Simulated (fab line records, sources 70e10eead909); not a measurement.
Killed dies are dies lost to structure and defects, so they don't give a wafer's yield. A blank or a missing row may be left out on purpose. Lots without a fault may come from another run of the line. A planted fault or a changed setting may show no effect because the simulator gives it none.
Chamber matching | flow nand_harc | NHARC_A_STAIRCASE_DESCUM_270 on rie_diel-08: 4 sister chambers
The step chemistry O2, time 3 s. 14 wafers are shown with their chamber, then 7 later ones without.

WAFERS WITH THEIR CHAMBER
wafer  | chamber | drypump_motor_current_A (A) | showerhead_plenum_p_Torr (Torr) | oes_product_au (a.u.)
L074.1 | 3       | 5.1                         | 1.97                            | 1.016
L074.2 | 2       | 6.4                         | 1.93                            | 1.005
L074.6 | 2       | 6.3                         | 1.93                            | 1.022
L076.1 | 1       | 5.5                         | 1.93                            | 1.009
L076.4 | 3       | 5.1                         | 1.96                            | 0.997
L076.5 | 0       | 6.1                         | 2.07                            | 1.010
L078.1 | 2       | 6.4                         | 1.92                            | 1.025
L078.2 | 3       | 5.1                         | 1.96                            | 0.998
L078.6 | 3       | 5.1                         | 1.96                            | 0.999
L080.1 | 3       | 5.1                         | 1.96                            | 0.994
L080.2 | 0       | 6.0                         | 2.07                            | 1.007
L080.6 | 1       | 5.5                         | 1.93                            | 1.013
L083.3 | 3       | 5.1                         | 1.95                            | 0.976
L083.4 | 1       | 5.5                         | 1.92                            | 0.998

SIGNATURES (means of the wafers above)
reading                  | chamber 0 | chamber 1 | chamber 2 | chamber 3 | scatter within a chamber
drypump_motor_current_A  | 6.050     | 5.500     | 6.367     | 5.100     | 0.0342
showerhead_plenum_p_Torr | 2.0700    | 1.9267    | 1.9267    | 1.9600    | 0.00577
oes_product_au           | 1.00850   | 1.00667   | 1.01733   | 0.99667   | 0.0108
Rule: a wafer's distance from a chamber is the root of the sum, over the readings, of the square of ((its reading less the chamber's mean) divided by the reading's scatter). The wafer belongs to the nearest chamber; if the next one is less than 2 further off, it can't be placed. The scatter: the root of (the sum of the squares of (reading less its chamber's mean) over the shown wafers, divided by (wafers less chambers)).

WAFERS WITHOUT THEIR CHAMBER
wafer  | drypump_motor_current_A (A) | showerhead_plenum_p_Torr (Torr) | oes_product_au (a.u.)
L083.6 | 5.1                         | 1.95                            | 0.980
L087.1 | 6.0                         | 2.06                            | 1.021
L087.2 | 6.3                         | 1.91                            | 1.021
L087.3 | 5.5                         | 1.92                            | 1.005
L093.1 | 5.1                         | 1.94                            | 1.001
L093.2 | 5.5                         | 1.91                            | 0.983
L093.5 | 5.5                         | 1.91                            | 0.986

WHICH CHAMBER EACH WENT THROUGH
wafer  | from the rows above | in truth
L083.6 | 3                   | 3
L087.1 | 0                   | 0
L087.2 | 2                   | 2
L087.3 | 1                   | 1
L093.1 | 3                   | 3
L093.2 | 1                   | 1
L093.5 | 1                   | 1
Placed correctly: 7 of 7. Can't be placed from these rows: 0. Placed wrongly: 0.
